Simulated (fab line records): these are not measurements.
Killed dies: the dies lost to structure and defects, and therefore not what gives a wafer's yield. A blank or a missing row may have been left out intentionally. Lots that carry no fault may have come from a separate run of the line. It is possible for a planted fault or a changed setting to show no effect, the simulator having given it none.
fab line records    flow nand-harc
record: lots: 24  wafers: 72  last-day: 34
route steps=1302 shown A_CONTACT@1078 A_BLC@1117
lots that met no fault: from a run of the same line without faults
start-h: hours from the record's first day to the start of the lot's first wafer shown    wait-h: how many hours have passed since the lot's step before this one    " as in the row above    L1.1+2: one row covering several wafers at once    - either no value or no given start    * or withheld: withheld    < > ~ a bound
route shown NAME@n: names a module that has steps shown in the file, with the first one's number in the route    usual: mean/standard deviation of fault-free wafers    same: alike in all rows    chamber/n: place in a boat    sites: the reading at each site    _std_site: their standard deviation    _edge_site: the outer-site mean with the inner-site mean subtracted    radius-mm: how far each site lies from the wafer's centre    mask NAME#n: copy n    behind: the tool/chamber that last shaped the wafer    hold: cause of the lot's hold/its duration in hours/its outcome    device: the n, p or np transistor that did not switch    end of line: the same wafers' tests at the end of the route    step lacking rows: just its recipe    killed: the dies lost at the first sort to structure and to defects; this is not the yield of the wafer    map: the dies of a wafer, with x for killed, . for not killed, _ for no die there
set.NAME: the setting as run; set.NAME@STEP: as run at that earlier step    model.NAME: the simulator's own value behind a step, which no gauge read
steps of the route over a sample of lots; a table a step, a row a wafer
services: when a tool's chamber went out of use (start-h, in hours from the record's first day, below 0 if earlier), for how many hours, and the reason
== steps ==
step: NHARC_A_CONTACT_CD_MEAS_08
recipe: target-cd-nm: 200  landing-energy-ev: 500
usual: cd-nm: 200.0/0.57
lot.wafer  tool       chamber  start-h  wait-h  cd-nm
L074.1     cd-sem-03  0        495.17   -       199.6
L074.2     "          0        "        "       200.1
L074.6     "          0        "        "       198.7
L076.1     cd-sem-01  0        531.14   -       200.6
L076.2     "          0        "        "       200.3
L076.6     "          0        "        "       199.9
L075.3     cd-sem-02  0        533.48   -       200.1
L075.4     "          0        "        "       200.8
L075.6     "          0        "        "       200.3
L077.2     cd-sem-01  0        537.61   -       199.6
L077.3     "          0        "        "       199.6
L077.4     "          0        "        "       199.2
L078.1     cd-sem-01  0        544.53   -       199.7
L078.3     "          0        "        "       200.0
L078.6     "          0        "        "       199.4
L079.4     cd-sem-02  0        561.53   -       200.2
L079.5     "          0        "        "       200.9
L079.6     "          0        "        "       200.0
L080.1     cd-sem-03  0        583.18   -       199.8
L080.2     "          0        "        "       201.2
L080.5     "          0        "        "       200.4
L081.1     cd-sem-01  0        598.71   -       199.1
L081.4     "          0        "        "       200.1
L081.5     "          0        "        "       200.2
L082.3     cd-sem-01  0        600.56   -       200.6
L082.5     "          0        "        "       200.2
L082.6     "          0        "        "       200.3
L085.1     cd-sem-02  0        625.71   -       198.6
L085.2     "          0        "        "       200.3
L085.4     "          0        "        "       199.5
L084.2     cd-sem-02  0        631.49   -       200.3
L084.3     "          0        "        "       200.4
L084.4     "          0        "        "       200.7
L083.1     cd-sem-01  0        634.88   -       200.1
L083.3     "          0        "        "       200.2
L083.6     "          0        "        "       200.0
L087.1     cd-sem-03  0        637.54   -       199.7
L087.5     "          0        "        "       199.5
L087.6     "          0        "        "       198.7
L086.1     cd-sem-01  0        644.38   -       200.4
L086.2     "          0        "        "       200.8
L086.6     "          0        "        "       200.8
L088.2     cd-sem-02  0        650.31   -       200.5
L088.3     "          0        "        "       200.4
L088.6     "          0        "        "       200.4
L090.2     cd-sem-02  0        651.20   -       200.0
L090.3     "          0        "        "       200.4
L090.5     "          0        "        "       200.4
L089.3     cd-sem-02  0        658.14   -       200.2
L089.4     "          0        "        "       201.2
L089.5     "          0        "        "       200.6
L091.1     cd-sem-03  0        680.70   -       199.4
L091.4     "          0        "        "       199.3
L091.6     "          0        "        "       200.0
L092.1     cd-sem-03  0        691.13   -       199.6
L092.3     "          0        "        "       199.9
L092.4     "          0        "        "       200.3
L093.1     cd-sem-02  0        706.91   -       200.5
L093.3     "          0        "        "       200.2
L093.4     "          0        "        "       200.3
L094.2     cd-sem-03  0        708.30   -       199.8
L094.5     "          0        "        "       199.7
L094.6     "          0        "        "       200.3
L096.3     cd-sem-01  0        715.59   -       199.2
L096.4     "          0        "        "       199.6
L096.6     "          0        "        "       199.6
L095.1     cd-sem-02  0        719.38   -       200.1
L095.2     "          0        "        "       200.7
L095.3     "          0        "        "       199.5
L097.2     cd-sem-02  0        758.72   -       200.7
L097.3     "          0        "        "       201.0
L097.4     "          0        "        "       201.4
step: NHARC_A_BLC_CD_MEAS_10
recipe: target-cd-nm: 100  landing-energy-ev: 500
usual: cd-nm: 99.8/0.56
lot.wafer  tool       chamber  start-h  wait-h  cd-nm
L074.1     cd-sem-01  0        501.61   -       100.2
L074.2     "          0        "        "       100.8
L074.6     "          0        "        "       100.8
L076.1     cd-sem-03  0        538.02   -       100.2
L076.2     "          0        "        "       100.8
L076.6     "          0        "        "       99.9
L075.3     cd-sem-01  0        539.87   -       100.8
L075.4     "          0        "        "       100.5
L075.6     "          0        "        "       101.0
L077.2     cd-sem-02  0        544.41   -       99.7
L077.3     "          0        "        "       100.0
L077.4     "          0        "        "       99.8
L078.1     cd-sem-02  0        551.56   -       99.3
L078.3     "          0        "        "       99.0
L078.6     "          0        "        "       98.6
L079.4     cd-sem-01  0        567.85   -       99.2
L079.5     "          0        "        "       100.1
L079.6     "          0        "        "       98.9
L080.1     cd-sem-01  0        589.51   -       99.1
L080.2     "          0        "        "       99.6
L080.5     "          0        "        "       99.5
L081.1     cd-sem-02  0        605.02   -       99.8
L081.4     "          0        "        "       99.7
L081.5     "          0        "        "       99.9
L082.3     cd-sem-03  0        606.86   -       100.1
L082.5     "          0        "        "       100.0
L082.6     "          0        "        "       100.2
L085.1     cd-sem-02  0        632.01   -       100.2
L085.2     "          0        "        "       99.9
L085.4     "          0        "        "       99.9
L084.2     cd-sem-02  0        637.70   -       99.4
L084.3     "          0        "        "       100.0
L084.4     "          0        "        "       99.9
L083.1     cd-sem-01  0        642.03   -       99.0
L083.3     "          0        "        "       99.1
L083.6     "          0        "        "       100.1
L087.1     cd-sem-01  0        644.54   -       100.6
L087.5     "          0        "        "       99.4
L087.6     "          0        "        "       99.9
L086.1     cd-sem-01  0        650.72   -       99.9
L086.2     "          0        "        "       99.6
L086.6     "          0        "        "       99.5
L088.2     cd-sem-02  0        656.82   -       99.7
L088.3     "          0        "        "       99.3
L088.6     "          0        "        "       100.2
L090.2     cd-sem-02  0        657.97   -       99.8
L090.3     "          0        "        "       100.3
L090.5     "          0        "        "       100.1
L089.3     cd-sem-03  0        664.50   -       100.3
L089.4     "          0        "        "       99.3
L089.5     "          0        "        "       99.3
L091.1     cd-sem-02  0        689.81   -       100.6
L091.4     "          0        "        "       100.1
L091.6     "          0        "        "       100.7
L092.1     cd-sem-01  0        697.90   -       100.0
L092.3     "          0        "        "       98.8
L092.4     "          0        "        "       99.2
L093.1     cd-sem-01  0        713.24   -       100.4
L093.3     "          0        "        "       99.6
L093.4     "          0        "        "       100.0
L094.2     cd-sem-03  0        715.18   -       100.2
L094.5     "          0        "        "       100.7
L094.6     "          0        "        "       99.3
L096.3     cd-sem-03  0        721.81   -       99.3
L096.4     "          0        "        "       98.6
L096.6     "          0        "        "       99.6
L095.1     cd-sem-03  0        725.75   -       99.4
L095.2     "          0        "        "       99.9
L095.3     "          0        "        "       99.6
L097.2     cd-sem-02  0        766.62   -       99.1
L097.3     "          0        "        "       99.0
L097.4     "          0        "        "       99.8
step: NHARC_A_BLC_CD_MEAS_19
usual: cd-nm: 99.9/2.3
lot.wafer  tool       chamber  start-h  wait-h  cd-nm
L074.1     cd-sem-01  -        502.77   -       101.9
L074.2     "          -        "        "       103.1
L074.6     "          -        "        "       102.9
L076.1     cd-sem-01  -        539.17   -       101.4
L076.2     "          -        "        "       100.4
L076.6     "          -        "        "       105.2
L075.3     cd-sem-02  -        541.02   -       102.4
L075.4     "          -        "        "       103.5
L075.6     "          -        "        "       103.6
L077.2     cd-sem-03  -        545.56   -       101.0
L077.3     "          -        "        "       95.4
L077.4     "          -        "        "       100.0
L078.1     cd-sem-02  -        552.71   -       96.6
L078.3     "          -        "        "       97.8
L078.6     "          -        "        "       96.5
L079.4     cd-sem-01  -        569.00   -       97.4
L079.5     "          -        "        "       99.4
L079.6     "          -        "        "       98.4
L080.1     cd-sem-03  -        590.85   -       96.8
L080.2     "          -        "        "       98.7
L080.5     "          -        "        "       97.5
L081.1     cd-sem-03  -        606.16   -       100.9
L081.4     "          -        "        "       104.7
L081.5     "          -        "        "       99.1
L082.3     cd-sem-03  -        608.02   -       99.8
L082.5     "          -        "        "       99.3
L082.6     "          -        "        "       96.5
L085.1     cd-sem-03  -        633.16   -       98.5
L085.2     "          -        "        "       99.5
L085.4     "          -        "        "       97.0
L084.2     cd-sem-03  -        638.85   -       97.2
L084.3     "          -        "        "       98.9
L084.4     "          -        "        "       100.1
L083.1     cd-sem-01  -        643.17   -       99.8
L083.3     "          -        "        "       95.8
L083.6     "          -        "        "       97.5
L087.1     cd-sem-01  -        645.70   -       102.9
L087.5     "          -        "        "       95.1
L087.6     "          -        "        "       102.0
L086.1     cd-sem-01  -        651.95   -       101.1
L086.2     "          -        "        "       102.4
L086.6     "          -        "        "       100.6
L088.2     cd-sem-01  -        657.97   -       100.4
L088.3     "          -        "        "       102.6
L088.6     "          -        "        "       99.2
L090.2     cd-sem-02  -        659.12   -       97.2
L090.3     "          -        "        "       99.2
L090.5     "          -        "        "       99.6
L089.3     cd-sem-02  -        665.66   -       98.0
L089.4     "          -        "        "       103.8
L089.5     "          -        "        "       98.9
L091.1     cd-sem-01  -        690.97   -       102.1
L091.4     "          -        "        "       100.8
L091.6     "          -        "        "       101.0
L092.1     cd-sem-01  -        699.05   -       100.4
L092.3     "          -        "        "       100.9
L092.4     "          -        "        "       104.3
L093.1     cd-sem-03  -        714.40   -       102.2
L093.3     "          -        "        "       97.5
L093.4     "          -        "        "       100.9
L094.2     cd-sem-01  -        716.33   -       98.4
L094.5     "          -        "        "       103.1
L094.6     "          -        "        "       101.4
L096.3     cd-sem-02  -        722.97   -       100.9
L096.4     "          -        "        "       100.7
L096.6     "          -        "        "       99.1
L095.1     cd-sem-02  -        726.90   -       98.3
L095.2     "          -        "        "       100.8
L095.3     "          -        "        "       101.8
L097.2     cd-sem-01  -        767.77   -       101.0
L097.3     "          -        "        "       98.7
L097.4     "          -        "        "       98.3
step: NHARC_A_BLC_DEGAS_30
recipe: temp-c: 300  time-s: 60
usual: heater-power-w: 453/50
lot.wafer  tool            chamber  start-h  wait-h  heater-power-w
L074.2     pvd-sputter-03  -        503.84   -       438
L074.1     "               -        "        "       484
L074.6     "               -        "        "       472
L076.2     pvd-sputter-01  -        539.78   -       473
L076.1     "               -        "        "       459
L076.6     "               -        "        "       475
L075.3     pvd-sputter-01  -        541.67   -       390
L075.4     "               -        "        "       489
L075.6     "               -        "        "       494
L077.4     pvd-sputter-03  -        546.15   -       560
L077.2     "               -        "        "       456
L077.3     "               -        "        "       452
L078.1     pvd-sputter-02  -        553.31   -       383
L078.3     "               -        "        "       416
L078.6     "               -        "        "       399
L079.4     pvd-sputter-02  -        569.61   -       460
L079.6     "               -        "        "       381
L079.5     "               -        "        "       409
L080.1     pvd-sputter-03  -        591.47   -       462
L080.2     "               -        "        "       549
L080.5     "               -        "        "       487
L081.1     pvd-sputter-03  -        606.76   -       458
L081.4     "               -        "        "       489
L081.5     "               -        "        "       571
L082.3     pvd-sputter-02  -        608.66   -       471
L082.5     "               -        "        "       375
L082.6     "               -        "        "       387
L085.1     pvd-sputter-02  -        633.76   -       389
L085.4     "               -        "        "       422
L085.2     "               -        "        "       459
L084.3     pvd-sputter-03  -        639.45   -       500
L084.4     "               -        "        "       469
L084.2     "               -        "        "       559
L083.3     pvd-sputter-01  -        643.78   -       409
L083.1     "               -        "        "       497
L083.6     "               -        "        "       405
L087.1     pvd-sputter-02  -        646.31   -       465
L087.6     "               -        "        "       381
L087.5     "               -        "        "       414
L086.1     pvd-sputter-02  -        652.57   -       378
L086.2     "               -        "        "       376
L086.6     "               -        "        "       379
L088.3     pvd-sputter-01  -        658.61   -       480
L088.2     "               -        "        "       487
L088.6     "               -        "        "       482
L090.2     pvd-sputter-01  -        659.71   -       405
L090.3     "               -        "        "       471
L090.5     "               -        "        "       414
L089.3     pvd-sputter-03  -        666.31   -       463
L089.4     "               -        "        "       556
L089.5     "               -        "        "       498
L091.1     pvd-sputter-03  -        691.62   -       557
L091.4     "               -        "        "       494
L091.6     "               -        "        "       459
L092.4     pvd-sputter-02  -        699.65   -       442
L092.3     "               -        "        "       452
L092.1     "               -        "        "       354
L093.4     pvd-sputter-03  -        715.00   -       543
L093.1     "               -        "        "       484
L093.3     "               -        "        "       439
L094.2     pvd-sputter-01  -        716.94   -       477
L094.6     "               -        "        "       502
L094.5     "               -        "        "       488
L096.4     pvd-sputter-01  -        723.56   -       482
L096.3     "               -        "        "       494
L096.6     "               -        "        "       479
L095.1     pvd-sputter-01  -        727.50   -       468
L095.3     "               -        "        "       484
L095.2     "               -        "        "       474
L097.3     pvd-sputter-02  -        768.36   -       437
L097.4     "               -        "        "       469
L097.2     "               -        "        "       380
step: NHARC_A_BLC_CVD_24
recipe: target-thk-a: 1500  temp-c: 300  pressure-torr: 40  wf6-flow-sccm: 40  h2-flow-sccm: 1600  ar-flow-sccm: 1560  time-s: 434  material: W
usual: chamber-pressure-Torr: 40.01/0.081  heater-power-w: 461/50  throttle-valve-pct: 7.8/0.35
lot.wafer  tool      chamber  start-h  wait-h  chamber-pressure-Torr  heater-power-w  throttle-valve-pct
L074.2     cvd-w-01  1        -        -       40.02                  421             8.4
L074.1     "         0        "        "       40.03                  531             7.3
L074.6     "         1        "        "       40.04                  406             8.4
L076.2     cvd-w-01  1        -        -       40.06                  410             8.1
L076.1     "         0        "        "       40.07                  528             7.7
L076.6     "         1        "        "       40.06                  410             8.4
L075.3     cvd-w-02  0        -        -       39.84                  443             8.0
L075.4     "         1        "        "       40.06                  462             8.0
L075.6     "         0        "        "       39.89                  453             8.0
L077.2     cvd-w-01  0        -        -       39.93                  514             7.4
L077.3     "         1        "        "       39.84                  416             8.2
L077.4     "         0        "        "       40.05                  516             7.5
L078.1     cvd-w-02  1        -        -       40.09                  465             7.7
L078.3     "         0        "        "       40.01                  451             8.0
L078.6     "         1        "        "       40.02                  472             7.6
L079.4     cvd-w-01  0        -        -       39.97                  539             7.1
L079.6     "         0        "        "       40.11                  549             7.3
L079.5     "         1        "        "       39.93                  408             8.0
L080.1     cvd-w-01  1        -        -       40.02                  419             8.2
L080.2     "         0        "        "       39.96                  555             7.1
L080.5     "         0        "        "       39.91                  558             7.4
L081.1     cvd-w-02  1        -        -       39.91                  474             7.7
L081.4     "         1        "        "       40.02                  473             7.8
L081.5     "         0        "        "       40.03                  457             8.0
L082.3     cvd-w-02  0        -        -       40.00                  456             8.3
L082.6     "         0        "        "       39.87                  448             8.3
L082.5     "         1        "        "       40.07                  459             7.8
L085.2     cvd-w-01  0        -        -       39.95                  566             7.2
L085.1     "         1        "        "       40.12                  419             8.4
L085.4     "         0        "        "       39.93                  558             7.1
L084.2     cvd-w-01  1        -        -       39.93                  422             8.3
L084.4     "         1        "        "       39.90                  416             8.1
L084.3     "         0        "        "       39.98                  572             7.2
L083.1     cvd-w-02  0        -        -       40.02                  424             7.8
L083.3     "         1        "        "       40.08                  455             7.8
L083.6     "         0        "        "       40.05                  414             7.5
L087.1     cvd-w-01  0        -        -       39.99                  555             7.2
L087.6     "         1        "        "       39.95                  407             8.3
L087.5     "         0        "        "       40.06                  558             7.5
L086.2     cvd-w-02  0        -        -       40.08                  422             7.7
L086.1     "         1        "        "       40.04                  458             7.9
L086.6     "         1        "        "       40.05                  467             7.9
L088.2     cvd-w-01  0        -        -       39.94                  567             7.2
L088.3     "         1        "        "       39.95                  412             8.2
L088.6     "         1        "        "       40.03                  424             8.3
L090.2     cvd-w-02  0        -        -       40.22                  410             7.5
L090.3     "         0        "        "       39.99                  427             7.8
L090.5     "         1        "        "       39.92                  462             7.8
L089.3     cvd-w-02  1        -        -       39.94                  445             7.8
L089.4     "         0        "        "       40.12                  416             7.8
L089.5     "         0        "        "       39.97                  412             7.9
L091.1     cvd-w-02  0        -        -       39.96                  421             7.5
L091.4     "         1        "        "       39.70                  467             8.1
L091.6     "         1        "        "       39.91                  464             7.9
L092.1     cvd-w-02  1        -        -       40.02                  465             8.0
L092.3     "         1        "        "       40.16                  447             8.1
L092.4     "         0        "        "       40.02                  426             7.8
L093.1     cvd-w-01  0        -        -       39.98                  558             7.6
L093.3     "         1        "        "       40.08                  428             8.1
L093.4     "         0        "        "       39.98                  571             7.4
L094.2     cvd-w-02  0        -        -       39.99                  421             7.7
L094.5     "         0        "        "       39.96                  409             7.7
L094.6     "         1        "        "       40.21                  460             8.0
L096.3     cvd-w-02  0        -        -       39.94                  420             7.6
L096.4     "         1        "        "       40.06                  469             8.1
L096.6     "         1        "        "       39.96                  477             8.0
L095.1     cvd-w-02  0        -        -       40.10                  419             7.6
L095.2     "         1        "        "       40.06                  464             8.2
L095.3     "         1        "        "       39.99                  462             7.9
L097.2     cvd-w-02  1        -        -       40.15                  481             7.7
L097.4     "         0        "        "       40.06                  423             7.7
L097.3     "         1        "        "       39.97                  458             8.2
step: NHARC_A_BLC_INSPECT_28
usual: raw-defect-count: 538/140
lot.wafer  tool               chamber  start-h  wait-h  raw-defect-count
L074.1     defect-inspect-01  -        505.22   0.1     734
L074.2     "                  -        "        "       575
L074.6     "                  -        "        "       582
L076.1     defect-inspect-02  -        541.15   0.1     465
L076.2     "                  -        "        "       678
L076.6     "                  -        "        "       513
L075.3     defect-inspect-02  -        543.07   0.1     626
L075.4     "                  -        "        "       442
L075.6     "                  -        "        "       640
L077.2     defect-inspect-02  -        547.53   0.1     610
L077.3     "                  -        "        "       363
L077.4     "                  -        "        "       625
L078.1     defect-inspect-02  -        554.72   0.1     641
L078.3     "                  -        "        "       608
L078.6     "                  -        "        "       620
L079.4     defect-inspect-02  -        570.97   0.1     356
L079.5     "                  -        "        "       456
L079.6     "                  -        "        "       331
L080.1     defect-inspect-02  -        592.84   0.1     527
L080.2     "                  -        "        "       450
L080.5     "                  -        "        "       425
L081.1     defect-inspect-01  -        608.15   0.1     549
L081.4     "                  -        "        "       756
L081.5     "                  -        "        "       537
L082.3     defect-inspect-02  -        610.01   0.1     518
L082.5     "                  -        "        "       451
L082.6     "                  -        "        "       406
L085.1     defect-inspect-02  -        635.14   0.1     570
L085.2     "                  -        "        "       557
L085.4     "                  -        "        "       730
L084.2     defect-inspect-01  -        640.83   0.1     500
L084.3     "                  -        "        "       461
L084.4     "                  -        "        "       465
L083.1     defect-inspect-02  -        645.15   0.1     547
L083.3     "                  -        "        "       363
L083.6     "                  -        "        "       300
L087.1     defect-inspect-02  -        647.71   0.1     500
L087.5     "                  -        "        "       695
L087.6     "                  -        "        "       538
L086.1     defect-inspect-02  -        653.96   0.1     541
L086.2     "                  -        "        "       385
L086.6     "                  -        "        "       483
L088.2     defect-inspect-02  -        659.98   0.1     700
L088.3     "                  -        "        "       781
L088.6     "                  -        "        "       655
L090.2     defect-inspect-02  -        661.14   0.1     698
L090.3     "                  -        "        "       530
L090.5     "                  -        "        "       669
L089.3     defect-inspect-01  -        667.67   0.1     522
L089.4     "                  -        "        "       528
L089.5     "                  -        "        "       539
L091.1     defect-inspect-01  -        692.99   0.1     505
L091.4     "                  -        "        "       367
L091.6     "                  -        "        "       426
L092.1     defect-inspect-02  -        701.09   0.1     600
L092.3     "                  -        "        "       492
L092.4     "                  -        "        "       529
L093.1     defect-inspect-01  -        716.37   0.1     325
L093.3     "                  -        "        "       369
L093.4     "                  -        "        "       407
L094.2     defect-inspect-02  -        718.30   0.1     584
L094.5     "                  -        "        "       658
L094.6     "                  -        "        "       509
L096.3     defect-inspect-01  -        724.95   0.1     478
L096.4     "                  -        "        "       522
L096.6     "                  -        "        "       692
L095.1     defect-inspect-01  -        728.88   0.1     630
L095.2     "                  -        "        "       755
L095.3     "                  -        "        "       561
L097.2     defect-inspect-01  -        769.74   0.1     425
L097.3     "                  -        "        "       551
L097.4     "                  -        "        "       378
== services ==
tool            chamber  start-h  hours  kind
cvd-w-02        0        494.41   2.5    repair
pvd-sputter-02  -        499.78   10.0   pm
cvd-w-01        -        518.10   2.1    repair
pvd-sputter-03  -        526.02   10.0   pm
cvd-w-01        -        547.03   13.0   pm
pvd-sputter-02  -        556.57   2.6    repair
pvd-sputter-01  -        567.04   4.9    repair
cvd-w-02        -        569.76   1.8    repair
pvd-sputter-01  -        582.00   10.0   pm
pvd-sputter-01  -        596.46   0.9    repair
pvd-sputter-01  -        598.68   0.8    repair
cvd-w-02        -        631.00   13.0   pm
cvd-w-02        0        631.00   13.0   vent-cycle
cvd-w-02        1        631.00   13.0   vent-cycle
pvd-sputter-02  -        637.99   2.9    repair
cvd-w-02        0        644.00   -      clean
cvd-w-01        -        648.79   1.0    repair
cvd-w-02        -        654.81   1.2    repair
pvd-sputter-02  -        677.78   10.0   pm
pvd-sputter-01  -        678.72   19.7   repair
pvd-sputter-02  -        712.75   22.6   repair
cvd-w-01        -        728.03   13.0   pm
pvd-sputter-03  -        730.00   1.3    repair
pvd-sputter-01  -        760.00   10.0   pm
== key ==
fault none
